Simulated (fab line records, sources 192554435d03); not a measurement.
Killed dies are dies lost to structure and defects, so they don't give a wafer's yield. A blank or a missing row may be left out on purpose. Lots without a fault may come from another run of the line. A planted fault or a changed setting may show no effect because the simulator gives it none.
Which tool did it? | flow n5_finfet | 11 lots, 31 wafers sampled, at 5 steps of a route of 1938

WHAT THE GAUGES READ, wafer by wafer
The record holds no reading of a measuring or inspecting step that can be judged against a usual standard deviation.

WHICH TOOL RAN EACH LOT (tool, then ch and the chambers of the sampled wafers, then the start)
lot  | N5_BEOL_M11_STRIP_77                          | N5_BEOL_M11_CVD_75               | N5_BEOL_M11_SPUTTER_48       | N5_BEOL_M11_CMP_52            | N5_PASSIVATION_PROBE_49
L975 | rie_diel-02 ch 2,3, day 11 14:33 or earlier   | cvd_co-02 ch 1,2, day 11 14:33   | pvd_sputter-03, day 11 16:28 | cmp-01 ch 0,3, day 11 17:08   | -
L978 | rie_diel-02 ch 1,3, day 12 14:19 or earlier   | cvd_co-02 ch 0,2, day 12 14:19   | pvd_sputter-01, day 12 14:29 | cmp-03 ch 1, day 12 15:11     | -
L977 | rie_diel-02 ch 3, day 12 15:14 or earlier     | cvd_co-02 ch 1,2, day 12 15:14   | pvd_sputter-03, day 12 15:20 | cmp-03 ch 1,3, day 12 16:02   | -
L985 | rie_diel-05 ch 1,2, day 14 06:12 or earlier   | cvd_co-01 ch 0,1, day 14 06:12   | pvd_sputter-02, day 14 06:32 | cmp-03 ch 2,3, day 14 07:31   | -
L987 | rie_diel-05 ch 0,1,2, day 15 04:14 or earlier | cvd_co-01 ch 0,1,2, day 15 04:14 | pvd_sputter-01, day 15 04:25 | cmp-01 ch 0,1,3, day 15 04:58 | -
L988 | rie_diel-04 ch 0,2, day 15 05:49 or earlier   | cvd_co-01 ch 0,1, day 15 05:49   | pvd_sputter-01, day 15 06:10 | cmp-01 ch 0,2,3, day 15 06:44 | -
L989 | rie_diel-02 ch 0,1, day 15 06:23 or earlier   | cvd_co-01 ch 0,1,2, day 15 06:23 | pvd_sputter-01, day 15 06:32 | cmp-03 ch 1,2,3, day 15 07:10 | -
L972 | rie_diel-02 ch 0,1, day 16 11:24 or earlier   | cvd_co-02 ch 1,2, day 16 11:24   | pvd_sputter-03, day 16 13:14 | cmp-01 ch 0,2, day 16 14:07   | prober-01, day 18 00:07
L991 | rie_diel-05 ch 2,3, day 16 18:23 or earlier   | cvd_co-02 ch 1,2, day 16 18:23   | pvd_sputter-03, day 16 18:50 | cmp-03 ch 2,3, day 16 19:44   | -
L993 | rie_diel-04 ch 1,2, day 17 07:03 or earlier   | cvd_co-01 ch 1,2, day 17 07:03   | pvd_sputter-03, day 17 08:48 | cmp-03 ch 0,1,2, day 17 09:25 | -
L992 | rie_diel-02 ch 0,1,2, day 18 02:20 or earlier | cvd_co-01 ch 0,1, day 18 02:20   | pvd_sputter-03, day 18 02:27 | cmp-03 ch 0,2,3, day 18 03:56 | -
- N5_BEOL_M11_STRIP_77: strips in N2/H2, time 10 s.
- N5_BEOL_M11_CVD_75: deposits Co from CCTBA/H2, target thk 2 nm, time 138.9 s.
- N5_BEOL_M11_SPUTTER_48: material Cu, target thk 12 nm, time 2 s.
- N5_BEOL_M11_CMP_52: polishes, stops on SiCOH lowk, t overpolish 7 s, target thk 140 nm.
- N5_PASSIVATION_PROBE_49

WHAT THE TOOLS THEMSELVES READ (means of the sampled wafers that have a number; where no wafer has one, the mark that the record gives instead)
N5_BEOL_M11_STRIP_77.
lot  | tool        | drypump_motor_current_A (A) | oes_product_au (a.u.) | rf_vpp_V (V) | showerhead_plenum_p_Torr (Torr) | throttle_valve_pct (%)
L975 | rie_diel-02 | 5.7                         | 0.78                  | 59.4         | 2.66                            | 23.6
L978 | rie_diel-02 | 5.9                         | 0.86                  | 60.2         | 2.63                            | 23.8
L977 | rie_diel-02 | 5.7                         | 0.87                  | 59.4         | 2.70                            | 23.5
L985 | rie_diel-05 | 6.0                         | 0.75                  | 59.0         | 2.51                            | 24.1
L987 | rie_diel-05 | 5.6                         | 0.78                  | 59.6         | 2.52                            | 24.3
L988 | rie_diel-04 | 5.3                         | 0.74                  | 58.8         | 2.60                            | 23.5
L989 | rie_diel-02 | 5.9                         | 0.80                  | 59.9         | 2.56                            | 24.1
L972 | rie_diel-02 | 5.9                         | 0.79                  | 59.7         | 2.56                            | 24.1
L991 | rie_diel-05 | 5.6                         | 0.71                  | 59.1         | 2.40                            | 23.8
L993 | rie_diel-04 | 5.0                         | 0.77                  | 58.9         | 2.58                            | 23.7
L992 | rie_diel-02 | 5.8                         | 0.75                  | 59.8         | 2.57                            | 24.0

N5_BEOL_M11_CVD_75.
lot  | tool      | run_length_s (s)
L975 | cvd_co-02 | 161.7
L978 | cvd_co-02 | 203.1
L977 | cvd_co-02 | 202.7
L985 | cvd_co-01 | 161.8
L987 | cvd_co-01 | 162.1
L988 | cvd_co-01 | 161.9
L989 | cvd_co-01 | 161.8
L972 | cvd_co-02 | 162.3
L991 | cvd_co-02 | 162.2
L993 | cvd_co-01 | 161.9
L992 | cvd_co-01 | 161.8

N5_BEOL_M11_SPUTTER_48.
lot  | tool           | chamber_pressure_pa (Pa) | substrate_temp_c (C) | throttle_valve_pct (%)
L975 | pvd_sputter-03 | 0.13015                  | -19.99               | 30.0
L978 | pvd_sputter-01 | 0.12995                  | -19.97               | 30.6
L977 | pvd_sputter-03 | 0.13022                  | -19.93               | 27.6
L985 | pvd_sputter-02 | 0.12995                  | -19.95               | 29.8
L987 | pvd_sputter-01 | 0.12991                  | -20.06               | 28.9
L988 | pvd_sputter-01 | 0.13014                  | -20.10               | 29.9
L989 | pvd_sputter-01 | 0.12989                  | -20.02               | 28.5
L972 | pvd_sputter-03 | 0.13005                  | -19.96               | 29.3
L991 | pvd_sputter-03 | 0.13010                  | -19.95               | 27.9
L993 | pvd_sputter-03 | 0.13006                  | -19.99               | 28.8
L992 | pvd_sputter-03 | 0.12997                  | -19.96               | 29.2

N5_BEOL_M11_CMP_52.
lot  | tool   | barrier_field_endpoint_s (s) | motor_current_A (A) | overpolish_run_s (s) | time_to_endpoint_s (s)
L975 | cmp-01 | 28.3                         | 5.6                 | 6.999                | 65
L978 | cmp-03 | 28.2                         | 5.0                 | 7.000                | 68
L977 | cmp-03 | 28.1                         | 5.2                 | 7.005                | 65
L985 | cmp-03 | 28.0                         | 5.5                 | 6.997                | 67
L987 | cmp-01 | 29.3                         | 5.7                 | 7.008                | 65
L988 | cmp-01 | 29.6                         | 5.9                 | 7.005                | 68
L989 | cmp-03 | 28.6                         | 5.3                 | 7.002                | 68
L972 | cmp-01 | 29.4                         | 6.2                 | 7.004                | 71
L991 | cmp-03 | 29.1                         | 5.5                 | 7.000                | 68
L993 | cmp-03 | 28.5                         | 5.6                 | 6.998                | 64
L992 | cmp-03 | 28.6                         | 5.9                 | 7.003                | 64

N5_PASSIVATION_PROBE_49.
lot  | tool      | defect_limited_yield (%) | killed_at_M0_to_M3 | killed_at_M4_up | killed_at_contacts | killed_at_front_end | killed_at_other | killed_dies | killed_open | killed_short | sort_bin_4_leakage (%) | sort_bin_5_function (%) | sort_bin_6_memory (%) | sort_bin_8_speed (%) | sort_n_pass | sort_yield_pct (%)
L972 | prober-01 | 90.6                     | 21                 | 17              | 12                 | 58                  | 1.7             | 110         | 67          | 42           | 0.00                   | 5.5                     | 3.3                   | 0.00                 | 1070        | 90.6

THE ANSWER, worked out from the rows above alone
Rule: what is usual is taken from the lots themselves. Put in order of their means at a reading, lots are off if they are a third of the lots or fewer, leave a main group of 4 or more, and stand apart from it by a gap of 3 or more times the standard deviation of the main group's means; of several such gaps the widest counts. A main group whose means are all the same, to the digits that the tables above print for the reading, isn't used. A lot without any number at a reading at which 4 lots or more have one is off too. The other lots that the step has rows for count as sound. The gauges are gone through in route order, then the tools' own readings, and for those a lot's mean is taken as printed above. The first step at which some lot is off is used, and at that step the reading that is off furthest; a lot without a number counts as furthest.
Off: L978, L977, at N5_BEOL_M11_CVD_75 (run_length_s). The main group: mean 161.9 s, standard deviation 0.19.
A tool fits if, at that step or a process step before it, it ran every lot that is off, and no sound lot after the first of them. N5_BEOL_M11_STRIP_77 gives no start for some lots, so the hours and the order of its lots are those of N5_BEOL_M11_CVD_75. None of those tried fits.

WHAT THE SIMULATOR HAD PUT IN
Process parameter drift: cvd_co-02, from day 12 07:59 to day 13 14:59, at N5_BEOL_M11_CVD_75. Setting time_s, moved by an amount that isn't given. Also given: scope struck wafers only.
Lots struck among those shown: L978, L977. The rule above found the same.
